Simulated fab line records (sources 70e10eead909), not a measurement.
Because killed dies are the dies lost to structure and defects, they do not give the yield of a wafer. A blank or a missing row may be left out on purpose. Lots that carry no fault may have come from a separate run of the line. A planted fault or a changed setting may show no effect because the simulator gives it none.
Which of the tools did it? / flow nand harc / 24 lots with 72 wafers sampled at 4 steps, on a route of 1159 steps

WHAT THE GAUGES SHOWED, per wafer
NHARC_A_BLC_CD_MEAS_19.
lot=L074; measured=day 17 03:35; on=cd sem-03; cd nm (nm)=101.9 98.2 99.7
lot=L075; measured=day 17 15:13; on=cd sem-02; cd nm (nm)=98.6 100.0 99.5
lot=L076; measured=day 17 15:37; on=cd sem-02; cd nm (nm)=101.7 100.0 102.2
lot=L078; measured=day 17 17:44; on=cd sem-03; cd nm (nm)=98.8 98.7 98.9
lot=L077; measured=day 17 20:38; on=cd sem-02; cd nm (nm)=99.5 99.2 100.1
lot=L079; measured=day 18 18:08; on=cd sem-02; cd nm (nm)=102.0 103.2 100.8
lot=L080; measured=day 19 05:17; on=cd sem-03; cd nm (nm)=100.0 102.5 102.6
lot=L081; measured=day 19 07:17; on=cd sem-02; cd nm (nm)=100.1 100.9 99.3
lot=L082; measured=day 19 13:19; on=cd sem-03; cd nm (nm)=101.1 99.4 100.1
lot=L083; measured=day 19 13:55; on=cd sem-02; cd nm (nm)=98.8 99.6 99.2
lot=L085; measured=day 20 01:34; on=cd sem-01; cd nm (nm)=100.3 98.8 100.2
lot=L086; measured=day 20 06:01; on=cd sem-01; cd nm (nm)=100.1 102.0 100.4
lot=L087; measured=day 20 06:44; on=cd sem-02; cd nm (nm)=101.8 99.9 100.2
lot=L089; measured=day 20 15:31; on=cd sem-01; cd nm (nm)=99.4 100.5 100.6
lot=L084; measured=day 20 16:41; on=cd sem-01; cd nm (nm)=101.9 101.3 102.6
lot=L088; measured=day 21 00:57; on=cd sem-02; cd nm (nm)=97.8 100.3 99.3
lot=L090; measured=day 21 03:10; on=cd sem-02; cd nm (nm)=98.6 99.3 101.6
lot=L091; measured=day 21 13:47; on=cd sem-02; cd nm (nm)=102.0 104.1 101.8
lot=L093; measured=day 22 00:22; on=cd sem-01; cd nm (nm)=102.0 100.8 101.1
lot=L094; measured=day 22 01:55; on=cd sem-01; cd nm (nm)=100.0 96.9 99.5
lot=L092; measured=day 22 07:26; on=cd sem-02; cd nm (nm)=101.3 99.8 103.4
lot=L097; measured=day 22 23:40; on=cd sem-03; cd nm (nm)=101.1 100.0 99.5
lot=L095; measured=day 23 02:34; on=cd sem-01; cd nm (nm)=99.9 100.3 98.2
lot=L096; measured=day 23 04:05; on=cd sem-03; cd nm (nm)=100.7 100.0 99.6

NHARC_A_M0_THK_MEAS_24: measures by xrf.
lot=L074; measured=day 17 12:59; on=film metro-01; thk nm (nm)=115.7 116.1 113.0
lot=L075; measured=day 17 20:41; on=film metro-02; thk nm (nm)=115.7 114.7 114.6
lot=L076; measured=day 17 21:08; on=film metro-02; thk nm (nm)=113.4 114.3 112.4
lot=L078; measured=day 17 23:37; on=film metro-02; thk nm (nm)=115.3 115.6 115.4
lot=L077; measured=day 18 02:20; on=film metro-01; thk nm (nm)=113.1 114.8 112.7
lot=L079; measured=day 18 23:31; on=film metro-01; thk nm (nm)=115.2 112.8 114.2
lot=L080; measured=day 19 14:14; on=film metro-02; thk nm (nm)=114.9 111.3 114.9
lot=L081; measured=day 19 14:56; on=film metro-01; thk nm (nm)=113.0 112.8 114.7
lot=L082; measured=day 19 22:12; on=film metro-02; thk nm (nm)=116.7 114.9 115.3
lot=L083; measured=day 19 22:35; on=film metro-02; thk nm (nm)=114.9 113.7 113.7
lot=L085; measured=day 20 06:58; on=film metro-02; thk nm (nm)=114.2 116.3 116.3
lot=L086; measured=day 20 15:50; on=film metro-01; thk nm (nm)=114.9 113.6 115.4
lot=L087; measured=day 20 16:35; on=film metro-01; thk nm (nm)=113.7 113.6 114.1
lot=L089; measured=day 21 01:52; on=film metro-02; thk nm (nm)=112.8 112.0 112.8
lot=L084; measured=day 21 02:17; on=film metro-02; thk nm (nm)=114.1 115.4 115.8
lot=L088; measured=day 21 06:31; on=film metro-01; thk nm (nm)=113.4 115.0 115.0
lot=L090; measured=day 21 13:19; on=film metro-02; thk nm (nm)=113.1 113.8 115.2
lot=L091; measured=day 22 02:37; on=film metro-02; thk nm (nm)=116.4 111.9 113.2
lot=L093; measured=day 22 08:38; on=film metro-01; thk nm (nm)=112.5 111.7 111.5
lot=L094; measured=day 22 09:54; on=film metro-01; thk nm (nm)=113.5 114.6 114.9
lot=L092; measured=day 22 17:55; on=film metro-02; thk nm (nm)=112.5 112.8 114.5
lot=L097; measured=day 23 05:07; on=film metro-01; thk nm (nm)=114.8 111.9 112.5
lot=L095; measured=day 23 07:59; on=film metro-01; thk nm (nm)=115.8 112.5 113.1
lot=L096; measured=day 23 09:53; on=film metro-02; thk nm (nm)=113.9 110.6 113.5

NHARC_A_M1_CD_MEAS_16.
lot=L074; measured=day 17 14:55; on=cd sem-02; cd nm (nm)=120.7 120.7 120.3
lot=L075; measured=day 17 22:37; on=cd sem-03; cd nm (nm)=120.2 119.4 119.6
lot=L076; measured=day 17 23:16; on=cd sem-03; cd nm (nm)=120.0 119.8 120.4
lot=L078; measured=day 18 01:40; on=cd sem-01; cd nm (nm)=120.2 119.0 119.1
lot=L077; measured=day 18 04:16; on=cd sem-03; cd nm (nm)=119.3 119.4 119.4
lot=L079; measured=day 19 01:32; on=cd sem-02; cd nm (nm)=119.8 120.0 119.6
lot=L080; measured=day 19 16:17; on=cd sem-01; cd nm (nm)=120.8 121.3 119.8
lot=L081; measured=day 19 16:58; on=cd sem-02; cd nm (nm)=120.5 119.7 120.1
lot=L082; measured=day 20 00:13; on=cd sem-03; cd nm (nm)=120.3 119.7 119.1
lot=L083; measured=day 20 00:31; on=cd sem-03; cd nm (nm)=119.4 120.0 119.7
lot=L085; measured=day 20 09:01; on=cd sem-02; cd nm (nm)=118.8 119.1 118.8
lot=L086; measured=day 20 17:46; on=cd sem-02; cd nm (nm)=118.9 118.1 119.3
lot=L087; measured=day 20 18:29; on=cd sem-02; cd nm (nm)=119.6 120.6 119.6
lot=L089; measured=day 21 04:04; on=cd sem-03; cd nm (nm)=119.4 119.4 119.5
lot=L084; measured=day 21 04:20; on=cd sem-01; cd nm (nm)=120.3 119.8 119.2
lot=L088; measured=day 21 08:29; on=cd sem-02; cd nm (nm)=119.9 120.8 120.7
lot=L090; measured=day 21 15:12; on=cd sem-03; cd nm (nm)=118.8 119.9 120.0
lot=L091; measured=day 22 04:32; on=cd sem-03; cd nm (nm)=119.8 120.6 120.1
lot=L093; measured=day 22 10:40; on=cd sem-01; cd nm (nm)=119.3 118.4 119.2
lot=L094; measured=day 22 11:56; on=cd sem-01; cd nm (nm)=119.5 119.9 120.2
lot=L092; measured=day 22 20:06; on=cd sem-03; cd nm (nm)=119.8 118.8 118.7
lot=L097; measured=day 23 07:10; on=cd sem-02; cd nm (nm)=120.4 120.2 121.0
lot=L095; measured=day 23 10:02; on=cd sem-02; cd nm (nm)=119.2 119.3 118.6
lot=L096; measured=day 23 11:56; on=cd sem-02; cd nm (nm)=120.3 119.3 119.1

WHICH TOOL RAN EACH LOT (tool, then ch and the chambers of the sampled wafers, then the start)
lot=L074; NHARC_A_M0_PRE_CLEAN_29=pvd sputter-01, day 17 12:59 or earlier
lot=L075; NHARC_A_M0_PRE_CLEAN_29=pvd sputter-03, day 17 20:41 or earlier
lot=L076; NHARC_A_M0_PRE_CLEAN_29=pvd sputter-02, day 17 21:08 or earlier
lot=L078; NHARC_A_M0_PRE_CLEAN_29=pvd sputter-01, day 17 23:37 or earlier
lot=L077; NHARC_A_M0_PRE_CLEAN_29=pvd sputter-01, day 18 02:20 or earlier
lot=L079; NHARC_A_M0_PRE_CLEAN_29=pvd sputter-02, day 18 23:31 or earlier
lot=L080; NHARC_A_M0_PRE_CLEAN_29=pvd sputter-01, day 19 14:14 or earlier
lot=L081; NHARC_A_M0_PRE_CLEAN_29=pvd sputter-02, day 19 14:56 or earlier
lot=L082; NHARC_A_M0_PRE_CLEAN_29=pvd sputter-01, day 19 22:12 or earlier
lot=L083; NHARC_A_M0_PRE_CLEAN_29=pvd sputter-02, day 19 22:35 or earlier
lot=L085; NHARC_A_M0_PRE_CLEAN_29=pvd sputter-01, day 20 06:58 or earlier
lot=L086; NHARC_A_M0_PRE_CLEAN_29=pvd sputter-01, day 20 15:50 or earlier
lot=L087; NHARC_A_M0_PRE_CLEAN_29=pvd sputter-03, day 20 16:35 or earlier
lot=L089; NHARC_A_M0_PRE_CLEAN_29=pvd sputter-03, day 21 01:52 or earlier
lot=L084; NHARC_A_M0_PRE_CLEAN_29=pvd sputter-01, day 21 02:17 or earlier
lot=L088; NHARC_A_M0_PRE_CLEAN_29=pvd sputter-03, day 21 06:31 or earlier
lot=L090; NHARC_A_M0_PRE_CLEAN_29=pvd sputter-01, day 21 13:19 or earlier
lot=L091; NHARC_A_M0_PRE_CLEAN_29=pvd sputter-01, day 22 02:37 or earlier
lot=L093; NHARC_A_M0_PRE_CLEAN_29=pvd sputter-02, day 22 08:38 or earlier
lot=L094; NHARC_A_M0_PRE_CLEAN_29=pvd sputter-03, day 22 09:54 or earlier
lot=L092; NHARC_A_M0_PRE_CLEAN_29=pvd sputter-03, day 22 17:55 or earlier
lot=L097; NHARC_A_M0_PRE_CLEAN_29=pvd sputter-03, day 23 05:07 or earlier
lot=L095; NHARC_A_M0_PRE_CLEAN_29=pvd sputter-01, day 23 07:59 or earlier
lot=L096; NHARC_A_M0_PRE_CLEAN_29=pvd sputter-02, day 23 09:53 or earlier
- NHARC_A_M0_PRE_CLEAN_29: time 30 s.

AS READ BY THE TOOLS THEMSELVES (means over the sampled wafers that have a number; for cases with no such wafer, the mark the record gives instead)
NHARC_A_M0_PRE_CLEAN_29.
lot=L074; tool=pvd sputter-01; heater power w (W)=369
lot=L075; tool=pvd sputter-03; heater power w (W)=440
lot=L076; tool=pvd sputter-02; heater power w (W)=395
lot=L078; tool=pvd sputter-01; heater power w (W)=405
lot=L077; tool=pvd sputter-01; heater power w (W)=366
lot=L079; tool=pvd sputter-02; heater power w (W)=374
lot=L080; tool=pvd sputter-01; heater power w (W)=372
lot=L081; tool=pvd sputter-02; heater power w (W)=410
lot=L082; tool=pvd sputter-01; heater power w (W)=391
lot=L083; tool=pvd sputter-02; heater power w (W)=393
lot=L085; tool=pvd sputter-01; heater power w (W)=387
lot=L086; tool=pvd sputter-01; heater power w (W)=400
lot=L087; tool=pvd sputter-03; heater power w (W)=460
lot=L089; tool=pvd sputter-03; heater power w (W)=443
lot=L084; tool=pvd sputter-01; heater power w (W)=390
lot=L088; tool=pvd sputter-03; heater power w (W)=463
lot=L090; tool=pvd sputter-01; heater power w (W)=379
lot=L091; tool=pvd sputter-01; heater power w (W)=389
lot=L093; tool=pvd sputter-02; heater power w (W)=401
lot=L094; tool=pvd sputter-03; heater power w (W)=458
lot=L092; tool=pvd sputter-03; heater power w (W)=486
lot=L097; tool=pvd sputter-03; heater power w (W)=464
lot=L095; tool=pvd sputter-01; heater power w (W)=385
lot=L096; tool=pvd sputter-02; heater power w (W)=396

THE ANSWER, worked out from the rows above alone
Rule: the usual values come from the lots themselves. Put in order of their means at a reading, lots are off if they are a third of the lots or fewer, leave a main group of 4 or more, and stand apart from it by a gap of 3 or more times the standard deviation of the main group's means; of several such gaps the widest counts. A main group is skipped when, at the precision printed for the reading in the tables above, its means are all equal. Also off: a lot with no number at a reading for which 4 or more lots have one. All remaining lots with rows at the step are treated as sound. The gauges are gone through in route order, then the tools' own readings, and for those a lot's mean is taken as printed above. The first step at which some lot is off is used, and at that step the reading that is off furthest; a lot without a number counts as furthest.
Nothing can be told from this: no lot is off at any reading shown.

WHAT WAS PUT IN BY THE SIMULATOR
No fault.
